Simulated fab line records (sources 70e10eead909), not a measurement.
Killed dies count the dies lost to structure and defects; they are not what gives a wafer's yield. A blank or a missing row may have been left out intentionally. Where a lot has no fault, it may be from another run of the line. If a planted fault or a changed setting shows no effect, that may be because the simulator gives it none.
Comparing a struck lot with a sound one    flow nand harc    14 out of 1302 route steps
Sound: these wafers, L579.1, L579.2, L579.6. Wafers L588.1, L588.2, L588.5 were the ones struck. The cause is given at the end.
At each step with rows: each side's tool, then ch and its chambers, then its first start. Under that, the readings that differ: sound wafers    struck wafers    difference of the means    sigmas: that difference in standard deviations of wafers without a fault.
alike: words and numbers the same on both sides, and readings whose means are apart by under 2 such deviations; not compared: readings that were withheld, readings missing a value for some wafer, numbers with overlapping values and no deviation given by the record, and bounds like >300 which may hide the same value.
Wherever a step has rows on one side only, a row that says differs or no value, or a row with sigmas, the two part there. Non-overlapping numbers with no deviation appear without sigmas and do not part them. Lack of a reading on every wafer of one side parts them only where that side has two or more wafers.

first, 4 steps without rows for these wafers: NHARC_P_GATE_EBR_07; NHARC_P_GATE_EXPOSE_08 (exposes mask P HV); NHARC_P_GATE_PEB_09 (peb time 85 s); NHARC_P_GATE_DEVELOP_10 (time 70 s).
NHARC_P_GATE_CD_MEAS_11: target cd 1640 nm.
  sound on cd sem-03 ch 0, day 7 12:49; struck on cd sem-02 ch 0, day 10 19:35
  alike: cd nm
then, 1 step without rows for these wafers: NHARC_P_GATE_HARDBAKE_12 (time 80 s).
NHARC_P_GATE_DESCUM_13: chemistry O2, time 3 s.
  sound on rie diel-06 ch 0,1,3, day 7 13:00; struck on rie diel-06 ch 1,2,3, day 10 19:47
  alike: chamber pressure mTorr, drypump motor current A, oes product au, rf vpp V, showerhead plenum p Torr, throttle valve pct
  not compared: rf hours counter h
then, 5 steps without rows for these wafers: NHARC_P_GATE_ETCH_14 (etches SiO2 in dHF, target depth 48.8 nm); NHARC_P_GATE_STRIP_15 (strips in SPM, time 780 s); NHARC_P_GATE_PRECLEAN_71 (cleans in SC1); NHARC_P_GATE_SRD_72; NHARC_P_GATE_OXIDE_16 (material SiO2, target thk 3 nm, ox time 392 s).
NHARC_P_GATE_CVD_17: deposits poly-Si, target thk 150 nm, time 900 s.
  sound on lpcvd poly-02 ch 0, day 8 02:03; struck on lpcvd poly-02 ch 0, day 11 11:41
NHARC_P_GATE_HM_DEP_102: deposits aC, target thk 120 nm.
  sound on acl dep-03 ch 0, day 8 04:50; struck on acl dep-01 ch 0, day 11 15:02
  alike: throttle valve pct

== WHERE THEY PART ==
Nowhere in this record.

WHY: whatever the simulator had introduced
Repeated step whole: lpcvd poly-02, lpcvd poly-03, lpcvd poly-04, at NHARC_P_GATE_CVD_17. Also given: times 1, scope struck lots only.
